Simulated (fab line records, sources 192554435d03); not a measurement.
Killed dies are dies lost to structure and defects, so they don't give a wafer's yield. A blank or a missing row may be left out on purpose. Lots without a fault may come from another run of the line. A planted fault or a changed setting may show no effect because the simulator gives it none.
Chamber matching | flow n5_finfet | N5_BEOL_M8_ETCH_62 on rie_diel-05: 4 sister chambers
The step etches SOC in N2/H2, target depth 110 nm, overetch 22 nm, time 165 s. 4 wafers are shown with their chamber, then 12 later ones without.

WAFERS WITH THEIR CHAMBER
wafer  | chamber | showerhead_plenum_p_Torr (Torr)
L084.6 | 1       | 2.50
L087.4 | 3       | 2.48
L088.4 | 0       | 2.69
L088.5 | 2       | 2.61

WAFERS WITHOUT THEIR CHAMBER
wafer  | showerhead_plenum_p_Torr (Torr)
L090.3 | 2.50
L090.4 | 2.69
L090.6 | 2.49
L089.3 | 2.60
L089.5 | 2.49
L089.6 | 2.60
L092.2 | 2.49
L092.3 | 2.60
L092.4 | 2.49
L097.1 | 2.49
L097.4 | 2.68
L097.5 | 2.49

WHICH CHAMBER EACH WENT THROUGH
wafer  | from the rows above     | in truth
L090.3 | 1                       | 1
L090.4 | 0                       | 0
L090.6 | can't be placed: 1 or 3 | 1
L089.3 | 2                       | 2
L089.5 | can't be placed: 1 or 3 | 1
L089.6 | 2                       | 2
L092.2 | can't be placed: 1 or 3 | 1
L092.3 | 2                       | 2
L092.4 | can't be placed: 1 or 3 | 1
L097.1 | can't be placed: 1 or 3 | 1
L097.4 | 0                       | 0
L097.5 | can't be placed: 1 or 3 | 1
Placed correctly: 6 of 12. Can't be placed from these rows: 6 (the true chamber is among the candidates in 6). Placed wrongly: 0.
How it was worked out, from the rows above alone: a wafer's distance from a chamber is the root of the sum, over the readings, of the square of ((its reading less the chamber's mean) divided by the reading's scatter). The wafer belongs to the nearest chamber; if the next one is less than 2 further off, it can't be placed. A chamber's mean is the mean of its shown wafers. The scatter: with one shown wafer a chamber, the root of the mean of the squares of how far each hidden wafer lies from its nearest shown one.
